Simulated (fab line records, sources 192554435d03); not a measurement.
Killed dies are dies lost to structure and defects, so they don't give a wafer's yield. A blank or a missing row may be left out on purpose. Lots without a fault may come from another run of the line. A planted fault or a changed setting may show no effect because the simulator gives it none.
A struck lot beside a sound one | flow n5_finfet | 20 steps out of a route of 1938
Sound: wafers L171.2, L171.4, L171.5. Struck: wafers L177.1, L177.2, L177.5. The cause comes at the end.
At each step with rows: each side's tool, then ch and its chambers, then its first start. Under that, the readings that differ: sound wafers | struck wafers | difference of the means | sigmas: that difference in standard deviations of wafers without a fault.
alike: readings whose means differ by less than 2 such deviations, and words and numbers that are the same on both sides. not compared: withheld readings, readings that some wafer has no value for, bounds like >300 that may hide the same value, and numbers for which the record gives no deviation and whose values overlap.
The two part at a step that has a row with sigmas, a row that says differs or no value, or rows on one side only. Numbers that don't overlap but have no deviation are shown without sigmas and don't part them. A reading that every wafer of one side lacks parts them only if that side has two wafers or more.

first, 8 steps without rows for these wafers: N5_BEOL_M6_CMP_52 (polishes, stops on SiCOH lowk, t overpolish 6.9 s, target thk 80 nm); N5_BEOL_M6_PRE_CLEAN_55 (time 15 s); N5_BEOL_M6_DEP_56 (deposits SiCN from 3MS/NH3, target thk 10 nm, time 17.5 s); N5_BEOL_M7_ILD_DEP_00 (deposits SiCOH lowk from DEMS/porogen, target thk 179.75 nm, time 33.4 s); N5_BEOL_M7_CURE_74 (cures SiCOH lowk, time 240 s); N5_BEOL_M7_PECVD_70 (deposits SiO2 from TEOS/O2, target thk 20 nm, time 22.7 s); N5_BEOL_M7_HM_DEP_02 (deposits TiN, target thk 20 nm); N5_BEOL_M7_COAT_59 (time 60 s, resist thk 100 nm).
N5_BEOL_M7_COAT_60: time 60 s, resist thk 35 nm.
  sound on litho_track-03 ch 0, day 10 10:39; struck on litho_track-03 ch 0, day 11 16:13
  reading                                    | sound                | struck               | difference | sigmas
  spin_speed_rpm (rpm)                       | 1499.5 1500.0 1499.0 | 1399.2 1399.8 1401.8 | -99.2      | -90
  model.SiARC_of_BEOL_M7_COAT_60.thk_nm (nm) | 35 35.2 35           | 36.2 36.2 36.2       | +1.1       |
then, 7 steps without rows for these wafers: N5_BEOL_M7_COAT_05 (resist thk 90 nm); N5_BEOL_M7_EBR_07; N5_BEOL_M7_SOFTBAKE_06 (time 60 s); N5_BEOL_M7_EXPOSE_08 (exposes mask M7); N5_BEOL_M7_PEB_09 (peb time 60 s); N5_BEOL_M7_DEVELOP_10 (develop time 30 s); N5_BEOL_M7_DESCUM_16 (chemistry O2, time 7.9 s).
N5_BEOL_M7_ETCH_61: etches SiARC in CF4, target depth 45.5 nm, time 75.8 s.
  sound on rie_diel-02 ch 0,1,3, day 10 11:08; struck on rie_diel-01 ch 0,1,2, day 11 16:35
  reading                                      | sound             | struck            | difference | sigmas
  model.etch.depth_nm (nm)                     | 35.08 35.16 34.92 | 36.24 36.16 36.17 | +1.14      |
  model.CAR-ArF_of_BEOL_M7_COAT_05.thk_nm (nm) | 50.6 50.6 50.6    | 49.8 49.8 49.8    | -0.8       |
  alike: bias_w, drypump_motor_current_A, etch_rf_on_time_s, oes_product_au, rf_vpp_V, showerhead_plenum_p_Torr, throttle_valve_pct
  not compared: rf_hours_counter_h
N5_BEOL_M7_ETCH_62: etches SOC in N2/H2, target depth 110 nm, overetch 22 nm, time 165 s.
  sound on rie_diel-02 ch 0,1,3, day 10 11:11; struck on rie_diel-01 ch 0,1,2, day 11 16:38
  reading                                    | sound        | struck         | difference | sigmas
  model.SiARC_of_BEOL_M7_COAT_60.thk_nm (nm) | 28 27.6 28.8 | 29.2 29.4 29.8 | +1.3       |
  alike: bias_w, drypump_motor_current_A, oes_product_au, rf_vpp_V, showerhead_plenum_p_Torr, throttle_valve_pct
  not compared: rf_hours_counter_h
then, 1 step without rows for these wafers: N5_BEOL_M7_STRIP_68 (strips in N2/H2).
N5_PASSIVATION_PROBE_49:
  the record has rows for the sound wafers here (prober-01, day 13 21:32) and none for the struck ones

WHERE THEY PART
First at N5_BEOL_M7_COAT_60; last, within this record, at N5_PASSIVATION_PROBE_49.

WHY: what the simulator had put in
Process parameter drift: litho_track-03, from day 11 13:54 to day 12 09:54, at N5_BEOL_M7_COAT_60. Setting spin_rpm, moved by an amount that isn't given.
